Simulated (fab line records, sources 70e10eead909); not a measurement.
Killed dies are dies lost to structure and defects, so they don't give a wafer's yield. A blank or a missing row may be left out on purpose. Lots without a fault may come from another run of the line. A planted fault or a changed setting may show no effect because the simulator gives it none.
Which tool did it? | flow nand_harc | 14 lots, 42 wafers sampled, at 3 steps of a route of 1302

WHAT THE GAUGES READ, wafer by wafer
NHARC_P_M0_CD_MEAS_09: target cd 90 nm.
lot  | measured     | on        | cd_nm (nm)
L758 | day 5 22:46  | cd_sem-02 | 90.5 91.2 90.1
L761 | day 7 04:55  | cd_sem-03 | 91.0 90.7 91.5
L763 | day 8 03:31  | cd_sem-03 | 88.8 88.0 88.5
L765 | day 9 08:55  | cd_sem-01 | 90.5 91.0 90.8
L766 | day 9 09:28  | cd_sem-03 | 89.3 89.0 88.3
L767 | day 10 04:10 | cd_sem-01 | 89.7 87.9 89.1
L768 | day 10 11:50 | cd_sem-03 | 90.6 90.2 90.6
L769 | day 10 17:52 | cd_sem-02 | 89.4 88.8 89.1
L770 | day 11 00:40 | cd_sem-01 | - - -
L771 | day 11 06:35 | cd_sem-01 | - - -
L778 | day 14 10:16 | cd_sem-01 | 90.7 91.7 91.6
L779 | day 15 05:44 | cd_sem-02 | 90.6 88.6 89.2
L780 | day 15 17:06 | cd_sem-01 | 90.1 90.5 92.5
L781 | day 15 20:10 | cd_sem-02 | 89.2 88.6 89.1

NHARC_P_M0_CD_MEAS_16.
lot  | measured     | on        | cd_nm (nm)
L758 | day 5 23:15  | cd_sem-03 | 91.9 90.2 89.6
L761 | day 7 05:25  | cd_sem-03 | 90.4 91.8 91.4
L763 | day 8 04:01  | cd_sem-01 | 87.6 87.5 88.6
L765 | day 9 09:42  | cd_sem-02 | 90.0 91.1 89.6
L766 | day 9 09:58  | cd_sem-03 | 88.4 87.8 86.7
L767 | day 10 04:39 | cd_sem-02 | 89.0 89.5 90.4
L768 | day 10 12:19 | cd_sem-01 | 91.7 90.4 90.5
L769 | day 10 18:50 | cd_sem-01 | 88.4 88.5 88.7
L770 | day 11 01:10 | cd_sem-02 | - - -
L771 | day 11 07:04 | cd_sem-03 | - - -
L778 | day 14 10:44 | cd_sem-02 | 89.8 92.8 91.1
L779 | day 15 06:14 | cd_sem-02 | 91.3 88.8 89.7
L780 | day 15 17:35 | cd_sem-03 | 89.7 90.3 93.5
L781 | day 15 20:41 | cd_sem-02 | 89.2 86.9 90.1

WHICH TOOL RAN EACH LOT (tool, then ch and the chambers of the sampled wafers, then the start)
lot  | NHARC_P_M0_PEB_07
L758 | litho_track-01 ch 0, day 5 22:41
L761 | litho_track-01 ch 0, day 7 04:50
L763 | litho_track-04 ch 0, day 8 03:26
L765 | litho_track-01 ch 0, day 9 08:50
L766 | litho_track-04 ch 0, day 9 09:23
L767 | litho_track-04 ch 0, day 10 04:04
L768 | litho_track-06 ch 0, day 10 11:45
L769 | litho_track-06 ch 0, day 10 17:47
L770 | litho_track-04, day 11 00:35
L771 | litho_track-06, day 11 06:30
L778 | litho_track-01 ch 0, day 14 10:11
L779 | litho_track-06 ch 0, day 15 05:39
L780 | litho_track-01 ch 0, day 15 17:01
L781 | litho_track-04 ch 0, day 15 20:05
- NHARC_P_M0_PEB_07: peb time 65 s.

WHAT THE TOOLS THEMSELVES READ (means of the sampled wafers that have a number; where no wafer has one, the mark that the record gives instead)
NHARC_P_M0_PEB_07.
lot  | tool           | chill_plate_temp_C (C) | exhaust_pa (Pa) | plate_temp_C (C)
L758 | litho_track-01 | 23.05                  | 42.3            | 100.15
L761 | litho_track-01 | 22.92                  | 44.3            | 100.24
L763 | litho_track-04 | 22.94                  | 45.8            | 100.15
L765 | litho_track-01 | 23.06                  | 44.2            | 100.01
L766 | litho_track-04 | 23.05                  | 46.1            | 100.11
L767 | litho_track-04 | 22.86                  | 44.3            | 99.95
L768 | litho_track-06 | 23.05                  | 44.8            | 100.05
L769 | litho_track-06 | 22.95                  | 44.4            | 100.18
L770 | litho_track-04 | -                      | -               | -
L771 | litho_track-06 | -                      | -               | -
L778 | litho_track-01 | 23.05                  | 44.1            | 100.06
L779 | litho_track-06 | 22.92                  | 45.2            | 99.98
L780 | litho_track-01 | 22.95                  | 44.9            | 100.04
L781 | litho_track-04 | 23.00                  | 45.7            | 100.09

THE ANSWER, worked out from the rows above alone
Rule: what is usual is taken from the lots themselves. Put in order of their means at a reading, lots are off if they are a third of the lots or fewer, leave a main group of 4 or more, and stand apart from it by a gap of 3 or more times the standard deviation of the main group's means; of several such gaps the widest counts. A main group whose means are all the same, to the digits that the tables above print for the reading, isn't used. A lot without any number at a reading at which 4 lots or more have one is off too. The other lots that the step has rows for count as sound. The gauges are gone through in route order, then the tools' own readings, and for those a lot's mean is taken as printed above. The first step at which some lot is off is used, and at that step the reading that is off furthest; a lot without a number counts as furthest.
Off: L770, L771, at NHARC_P_M0_CD_MEAS_09 (cd_nm). Without a number there: L770, L771. The main group: mean 89.9 nm, standard deviation 1.
A tool fits if, at a process step before that reading, it ran every lot that is off, and no sound lot after the first of them. The gauges at NHARC_P_M0_CD_MEAS_09 aren't tried: what is off there is off at NHARC_P_M0_CD_MEAS_16 too, on other tools, and a gauge's error can't cause that. None of those tried fits.

WHAT THE SIMULATOR HAD PUT IN
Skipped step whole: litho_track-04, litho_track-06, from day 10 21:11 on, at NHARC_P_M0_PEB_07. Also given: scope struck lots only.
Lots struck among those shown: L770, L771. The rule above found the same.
